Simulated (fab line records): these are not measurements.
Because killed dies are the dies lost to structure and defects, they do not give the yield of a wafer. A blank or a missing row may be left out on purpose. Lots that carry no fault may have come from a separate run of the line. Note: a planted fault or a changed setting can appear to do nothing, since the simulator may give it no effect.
Which tool is to blame?	flow nand harc	Sampling: 24 lots, 72 wafers, 6 of 1302 route steps

WHAT EACH GAUGE READ, for each wafer
No reading from a measuring or inspecting step in the record can be judged against a usual standard deviation.

WHICH TOOL RAN EACH LOT (tool, then ch and the chambers of the sampled wafers, then the start)
lot	NHARC_A_STAIRCASE_ETCH_313	NHARC_A_STAIRCASE_ETCH_444	NHARC_A_STAIRCASE_CMP_450	NHARC_A_SGD_CUT_ETCH_58	NHARC_A_SGD_CUT_STRIP_28	NHARC_A_SLIT_DEP_23
L074	rie diel-12 ch 0,1,3, day 16 23:01	rie diel-05 ch 0,2,3, day 18 20:52	cmp-03 ch 0,1,3, day 19 02:03	rie diel-03 ch 1,2,3, day 19 04:45	rie diel-03 ch 0,1, day 19 21:01 or earlier	pecvd-02 ch 0,2, day 19 21:01
L077	rie diel-06 ch 0,1,2, day 17 22:34	rie diel-05 ch 0,3, day 19 18:32	cmp-02 ch 2,3, day 19 23:46	rie diel-13 ch 0,1,3, day 20 02:29	rie diel-10 ch 1,2,3, day 20 16:49 or earlier	pecvd-02 ch 0,2, day 20 16:49
L076	rie diel-06 ch 0,1,3, day 17 23:31	rie diel-06 ch 0,2,3, day 19 19:06	cmp-01 ch 0,1,3, day 20 00:20	rie diel-10 ch 0,2,3, day 20 03:10	rie diel-13 ch 0,1,2, day 20 13:05 or earlier	pecvd-02 ch 0,1,2, day 20 13:05
L075	rie diel-12 ch 1,2,3, day 18 00:19	rie diel-06 ch 0,3, day 20 01:53	cmp-01 ch 0,2, day 20 07:04	rie diel-13 ch 2,3, day 20 10:31	rie diel-03 ch 0,1,3, day 20 21:22 or earlier	pecvd-02 ch 1,2, day 20 21:22
L078	rie diel-12 ch 1,2, day 18 11:16	rie diel-12 ch 1,3, day 20 02:32	cmp-03 ch 1,2,3, day 20 07:18	rie diel-10 ch 1,3, day 20 10:22	rie diel-13 ch 0,1, day 20 22:26 or earlier	pecvd-02 ch 0,2, day 20 22:26
L079	rie diel-06 ch 2,3, day 18 15:25	rie diel-05 ch 1,2,3, day 20 03:19	cmp-03 ch 0,3, day 20 07:34	rie diel-13 ch 1,2,3, day 20 10:49	rie diel-10 ch 0,1,3, day 20 22:31 or earlier	pecvd-04 ch 0,2, day 20 22:31
L080	rie diel-06 ch 1,2,3, day 19 08:40	rie diel-12 ch 0,1, day 21 03:35	cmp-01 ch 0,1,2, day 21 08:48	rie diel-13 ch 0,2, day 21 11:40	rie diel-03 ch 0,1,2, day 22 01:54 or earlier	pecvd-04 ch 0,2, day 22 01:54
L081	rie diel-06 ch 1,2,3, day 20 04:49	rie diel-12 ch 1,3, day 22 06:35	cmp-02 ch 1,2, day 22 11:48	rie diel-10 ch 0,1,3, day 22 14:58	rie diel-10 ch 0,2, day 23 03:25 or earlier	pecvd-04 ch 0,2, day 23 03:25
L082	rie diel-06 ch 0,1,3, day 20 04:51	rie diel-05 ch 0,3, day 22 06:38	cmp-02 ch 1,2,3, day 22 12:48	rie diel-03 ch 0,2,3, day 22 15:40	rie diel-03 ch 0,1,3, day 23 01:46 or earlier	pecvd-02 ch 0,1,2, day 23 01:46
L083	rie diel-05 ch 0,2,3, day 21 10:37	rie diel-12 ch 0,1,3, day 23 09:39	cmp-02 ch 0,1,3, day 23 14:52	rie diel-03 ch 0,1,3, day 23 17:47	rie diel-10 ch 0,1,2, day 24 10:01 or earlier	pecvd-02 ch 1,2, day 24 10:01
L085	rie diel-05 ch 1,2,3, day 21 13:13	rie diel-05 ch 1,2, day 23 09:41	cmp-01 ch 2,3, day 23 14:53	rie diel-13 ch 0,1,3, day 23 18:09	rie diel-03 ch 0,3, day 24 06:35 or earlier	pecvd-04 ch 0,1, day 24 06:35
L084	rie diel-06 ch 2,3, day 21 15:38	rie diel-06 ch 0,2, day 23 09:19	cmp-03 ch 0,1,2, day 23 14:32	rie diel-10 ch 0,1,3, day 23 17:19	rie diel-13 ch 0,2, day 24 06:19 or earlier	pecvd-02 ch 0,1,2, day 24 06:19
L087	rie diel-05 ch 0,3, day 22 00:20	rie diel-06 ch 0,2, day 23 22:37	cmp-01 ch 2,3, day 24 03:20	rie diel-13 ch 0,2,3, day 24 06:12	rie diel-10 ch 0,3, day 24 21:49 or earlier	pecvd-04 ch 0,1,2, day 24 21:49
L086	rie diel-06 ch 0,1, day 22 04:45	rie diel-05 ch 0,1,2, day 23 23:17	cmp-01 ch 1,2, day 24 03:31	rie diel-03 ch 0,3, day 24 06:23	rie diel-13 ch 0,3, day 24 20:41 or earlier	pecvd-04 ch 0,1,2, day 24 20:41
L088	rie diel-12 ch 0,3, day 22 11:28	rie diel-12 ch 1,3, day 24 07:59	cmp-01 ch 1,2,3, day 24 12:44	rie diel-03 ch 2,3, day 24 15:26	rie diel-03 ch 2,3, day 25 02:14 or earlier	pecvd-04 ch 0,1,2, day 25 02:14
L089	rie diel-06 ch 0,1,3, day 22 16:34	rie diel-05 ch 2,3, day 24 08:13	cmp-03 ch 0,1, day 24 12:55	rie diel-10 ch 0,3, day 24 15:48	rie diel-10 ch 1,2, day 25 02:54 or earlier	pecvd-01 ch 0,2, day 25 02:54
L091	rie diel-05 ch 0,1, day 23 19:24	rie diel-06 ch 2,3, day 25 20:04	cmp-03 ch 2,3, day 26 00:49	rie diel-03 ch 1,2,3, day 26 03:40	rie diel-13 ch 0,3, day 26 20:06 or earlier	pecvd-02 ch 0,1,2, day 26 20:06
L090	rie diel-06 ch 1,2,3, day 23 20:00	rie diel-06 ch 0,1,2, day 25 15:56	cmp-03 ch 0,1,3, day 25 21:25	rie diel-03 ch 0,1,2, day 26 00:15	rie diel-10 ch 0,1,3, day 26 16:22 or earlier	pecvd-02 ch 0,2, day 26 16:22
L092	rie diel-12 ch 1,2,3, day 23 23:56	rie diel-12 ch 1,2, day 25 20:04	cmp-01 ch 0,1,3, day 26 01:17	rie diel-03 ch 1,2,3, day 26 04:12	rie diel-10 ch 0,2,3, day 26 20:05 or earlier	pecvd-01 ch 0,1,2, day 26 20:05
L093	rie diel-05 ch 2,3, day 25 05:02	rie diel-05 ch 1,3, day 27 00:11	cmp-01 ch 1,2, day 27 05:42	rie diel-03 ch 0,1,2, day 27 10:23	rie diel-13 ch 0,1, day 27 21:51 or earlier	pecvd-02 ch 0,1,2, day 27 21:51
L094	rie diel-06 ch 0,1, day 25 05:46	rie diel-06 ch 0,1,2, day 27 00:56	cmp-02 ch 0,1, day 27 05:37	rie diel-10 ch 0,2, day 27 10:20	rie diel-10 ch 0,1, day 27 22:04 or earlier	pecvd-01 ch 0,1,2, day 27 22:04
L095	rie diel-06 ch 0,1,2, day 25 12:46	rie diel-05 ch 0,1, day 27 06:06	cmp-02 ch 0,2,3, day 27 10:52	rie diel-13 ch 1,2,3, day 27 13:42	rie diel-13 ch 0,2,3, day 28 01:40 or earlier	pecvd-02 ch 0,1, day 28 01:40
L096	rie diel-12 ch 0,1,2, day 25 13:48	rie diel-06 ch 1,2,3, day 27 05:51	cmp-01 ch 1,2, day 27 10:07	rie diel-10 ch 0,3, day 27 12:58	rie diel-10 ch 2,3, day 27 22:04 or earlier	pecvd-02 ch 0,1,2, day 27 22:04
L097	rie diel-06 ch 1,2,3, day 26 15:36	rie diel-06 ch 1,2, day 28 05:30	cmp-01 ch 0,2, day 28 10:42	rie diel-10 ch 0,2,3, day 28 13:34	rie diel-10 ch 0,1,3, day 29 09:22 or earlier	pecvd-04 ch 1,2, day 29 09:22
- NHARC_A_STAIRCASE_ETCH_313: etches the open film in CF4/CHF3.
- NHARC_A_STAIRCASE_ETCH_444: etches the open film in C4F8/O2, target depth 20400 nm, time 6800 s.
- NHARC_A_STAIRCASE_CMP_450: polishes SiO2, target thk 200 nm.
- NHARC_A_SGD_CUT_ETCH_58: etches the open film in CF4, target depth 39 nm, time 65 s.
- NHARC_A_SGD_CUT_STRIP_28: strips in O2, time 20 s.
- NHARC_A_SLIT_DEP_23: deposits SiON, target thk 100 nm.

AS READ BY THE TOOLS THEMSELVES (means over the sampled wafers that have a number; for cases with no such wafer, the mark the record gives instead)
NHARC_A_STAIRCASE_ETCH_313. Usual: drypump motor current A 5.7 A, standard deviation 0.39; oes product au 0.934 a.u., standard deviation 0.017; rf vpp V 370.8 V, standard deviation 1.5; showerhead plenum p Torr 1.58 Torr, standard deviation 0.039; throttle valve pct 16.803 %, standard deviation 0.01.
lot	tool	drypump motor current A (A)	oes product au (a.u.)	rf vpp V (V)	showerhead plenum p Torr (Torr)	throttle valve pct (%)	flag
L074	rie diel-12	5.7	0.929	371.0	1.58	16.804	
L077	rie diel-06	5.7	0.924	370.7	1.58	16.793	
L076	rie diel-06	5.7	0.938	370.7	1.56	16.797	
L075	rie diel-12	5.6	0.934	370.9	1.60	16.813	
L078	rie diel-12	6.0	0.932	370.6	1.59	16.808	
L079	rie diel-06	5.2	0.930	371.3	1.57	16.806	
L080	rie diel-06	5.4	0.927	370.9	1.57	16.810	
L081	rie diel-06	5.5	0.930	370.1	1.57	16.816	
L082	rie diel-06	5.7	0.939	370.0	1.56	16.793	
L083	rie diel-05	5.6	0.932	371.0	1.58	16.800	
L085	rie diel-05	5.8	0.930	372.7	1.63	16.814	
L084	rie diel-06	5.3	0.958	370.9	1.59	16.800	
L087	rie diel-05	5.5	0.927	368.9	1.54	16.806	
L086	rie diel-06	5.9	0.938	369.7	1.55	16.802	
L088	rie diel-12	5.4	0.917	371.2	1.58	16.804	
L089	rie diel-06	5.7	0.933	370.1	1.56	16.807	
L091	rie diel-05	5.8	0.932	370.9	1.56	16.802	
L090	rie diel-06	5.4	0.938	370.3	1.56	16.806	
L092	rie diel-12	5.6	0.930	371.7	1.58	16.800	
L093	rie diel-05	5.6	0.945	372.5	1.63	16.805	
L094	rie diel-06	6.0	0.939	370.2	1.56	16.803	
L095	rie diel-06	5.8	0.965	369.6	1.56	16.800	
L096	rie diel-12	5.9	0.933	370.5	1.57	16.799	
L097	rie diel-06	5.5	0.921	369.8	1.56	16.802	

NHARC_A_STAIRCASE_ETCH_444. Usual: oes product au 0.941 a.u., standard deviation 0.021; rf vpp V 807 V, standard deviation 3.6.
lot	tool	oes product au (a.u.)	rf vpp V (V)	flag
L074	rie diel-05	0.979	809	
L077	rie diel-05	0.978	805	
L076	rie diel-06	0.925	807	
L075	rie diel-06	0.931	808	
L078	rie diel-12	0.962	808	
L079	rie diel-05	0.946	811	
L080	rie diel-12	0.965	807	
L081	rie diel-12	0.958	808	
L082	rie diel-05	0.927	804	
L083	rie diel-12	0.935	806	
L085	rie diel-05	0.930	813	
L084	rie diel-06	0.940	808	
L087	rie diel-06	0.966	807	
L086	rie diel-05	0.932	809	
L088	rie diel-12	0.940	807	
L089	rie diel-05	0.940	807	
L091	rie diel-06	0.917	808	
L090	rie diel-06	0.929	806	
L092	rie diel-12	0.936	806	
L093	rie diel-05	0.934	807	
L094	rie diel-06	0.927	806	
L095	rie diel-05	0.937	809	
L096	rie diel-06	0.926	805	
L097	rie diel-06	0.923	806	

NHARC_A_STAIRCASE_CMP_450. Usual: motor current A 12.0 A, standard deviation 0.94; pad life wafers 178, standard deviation 130.
lot	tool	motor current A (A)	pad life wafers	flag
L074	cmp-03	11.6	320	
L077	cmp-02	12.8	72	
L076	cmp-01	12.7	248	
L075	cmp-01	11.4	284	
L078	cmp-03	11.6	13	
L079	cmp-03	12.6	26	
L080	cmp-01	12.4	14	
L081	cmp-02	12.1	338	
L082	cmp-02	12.1	350	
L083	cmp-02	12.2	38	
L085	cmp-01	11.8	211	
L084	cmp-03	12.2	326	
L087	cmp-01	11.3	284	
L086	cmp-01	12.2	294	
L088	cmp-01	12.1	338	
L089	cmp-03	11.9	18	
L091	cmp-03	11.9	164	
L090	cmp-03	11.6	140	
L092	cmp-01	12.3	74	
L093	cmp-01	11.8	168	
L094	cmp-02	12.0	2	
L095	cmp-02	12.1	33	
L096	cmp-01	11.5	200	
L097	cmp-01	11.8	307	

NHARC_A_SGD_CUT_ETCH_58. Usual: drypump motor current A 5.5 A, standard deviation 0.45; oes product au 0.999 a.u., standard deviation 0.015; rf vpp V 151.1 V, standard deviation 1; showerhead plenum p Torr 1.76 Torr, standard deviation 0.05; throttle valve pct 13.285 %, standard deviation 0.0089.
lot	tool	drypump motor current A (A)	oes product au (a.u.)	rf vpp V (V)	showerhead plenum p Torr (Torr)	throttle valve pct (%)	flag
L074	rie diel-03	5.6	1.009	152.0	1.81	13.283	
L077	rie diel-13	5.8	1.003	151.0	1.77	13.287	
L076	rie diel-10	5.1	0.982	150.7	1.74	13.281	
L075	rie diel-13	5.6	1.002	151.2	1.80	13.276	
L078	rie diel-10	5.4	0.982	150.5	1.78	13.287	
L079	rie diel-13	6.0	1.001	151.5	1.77	13.292	
L080	rie diel-13	5.8	1.027	149.8	1.73	13.282	
L081	rie diel-10	5.2	0.984	150.3	1.73	13.280	
L082	rie diel-03	5.7	1.000	151.9	1.80	13.290	
L083	rie diel-03	5.5	1.010	151.7	1.79	13.281	
L085	rie diel-13	5.8	0.998	152.1	1.77	13.291	
L084	rie diel-10	5.2	0.991	150.9	1.72	13.281	
L087	rie diel-13	5.7	0.999	151.6	1.76	13.286	
L086	rie diel-03	5.6	0.993	150.4	1.78	13.290	
L088	rie diel-03	5.9	1.016	151.1	1.81	13.283	
L089	rie diel-10	5.2	0.975	150.8	1.75	13.289	
L091	rie diel-03	5.6	1.002	151.7	1.80	13.287	
L090	rie diel-03	5.7	1.004	152.0	1.78	13.285	
L092	rie diel-03	5.6	1.001	151.6	1.80	13.284	
L093	rie diel-03	5.7	1.004	151.3	1.78	13.285	
L094	rie diel-10	4.9	0.983	150.5	1.69	13.286	
L095	rie diel-13	6.0	1.008	150.9	1.76	13.284	
L096	rie diel-10	5.1	0.974	149.8	1.71	13.286	
L097	rie diel-10	5.1	0.989	151.3	1.73	13.284	

NHARC_A_SGD_CUT_STRIP_28. Usual: drypump motor current A 5.5 A, standard deviation 0.46; oes product au 0.999 a.u., standard deviation 0.013; rf vpp V 57.8 V, standard deviation 0.9; showerhead plenum p Torr 3.49 Torr, standard deviation 0.1; throttle valve pct 17.036 %, standard deviation 0.0092.
lot	tool	drypump motor current A (A)	oes product au (a.u.)	rf vpp V (V)	showerhead plenum p Torr (Torr)	throttle valve pct (%)	flag
L074	rie diel-03	5.5	1.002	58.0	3.52	17.036	
L077	rie diel-10	5.2	0.997	57.6	3.49	17.041	
L076	rie diel-13	6.1	1.008	59.0	3.46	17.039	
L075	rie diel-03	5.5	0.999	57.9	3.57	17.042	
L078	rie diel-13	5.8	1.008	58.2	3.46	17.032	
L079	rie diel-10	5.2	0.981	56.8	3.44	17.035	
L080	rie diel-03	5.6	1.003	58.3	3.55	17.036	
L081	rie diel-10	4.9	0.997	57.3	3.36	17.032	
L082	rie diel-03	5.5	1.011	58.6	3.57	17.036	
L083	rie diel-10	5.1	1.001	57.2	3.39	17.037	
L085	rie diel-03	5.6	1.003	57.9	3.55	17.035	
L084	rie diel-13	5.7	1.008	58.0	3.45	17.033	
L087	rie diel-10	5.2	0.980	58.2	3.50	17.024	
L086	rie diel-13	5.4	0.997	58.2	3.58	17.050	
L088	rie diel-03	5.9	1.011	58.4	3.61	17.045	
L089	rie diel-10	5.1	1.009	57.9	3.45	17.039	
L091	rie diel-13	5.5	1.005	57.6	3.51	17.040	
L090	rie diel-10	5.2	0.987	57.3	3.44	17.037	
L092	rie diel-10	5.1	0.985	58.4	3.46	17.037	
L093	rie diel-13	6.2	1.005	57.3	3.46	17.041	
L094	rie diel-10	5.0	0.994	57.1	3.34	17.032	
L095	rie diel-13	5.7	1.004	58.2	3.51	17.045	
L096	rie diel-10	5.3	0.991	57.9	3.56	17.030	
L097	rie diel-10	5.2	0.991	56.7	3.44	17.036	

NHARC_A_SLIT_DEP_23. Usual: heater power w 836 W, standard deviation 54.
lot	tool	heater power w (W)	flag
L074	pecvd-02	849	
L077	pecvd-02	884	
L076	pecvd-02	831	
L075	pecvd-02	873	
L078	pecvd-02	779	
L079	pecvd-04	804	
L080	pecvd-04	833	
L081	pecvd-04	841	
L082	pecvd-02	837	
L083	pecvd-02	790	
L085	pecvd-04	868	
L084	pecvd-02	878	
L087	pecvd-04	822	
L086	pecvd-04	811	
L088	pecvd-04	874	
L089	pecvd-01	822	
L091	pecvd-02	850	
L090	pecvd-02	810	
L092	pecvd-01	792	
L093	pecvd-02	837	
L094	pecvd-01	810	
L095	pecvd-02	820	
L096	pecvd-02	835	
L097	pecvd-04	850	

THE ANSWER, worked out from the rows above alone
Rule: a lot counts as off when the mean over its wafers that have a number is more than 3 standard deviations away from the usual mean. A lot without any number at a reading at which 4 lots or more have one is off too. The other lots that the step has rows for count as sound. The gauges are gone through in route order, then the tools' own readings, and for those a lot's mean is taken as printed above. The first step at which some lot is off is used, and at that step the reading that is off furthest; a lot without a number counts as furthest.
No lot is off on any of the readings shown, so nothing can be concluded from this.

WHAT THE SIMULATOR PUT IN
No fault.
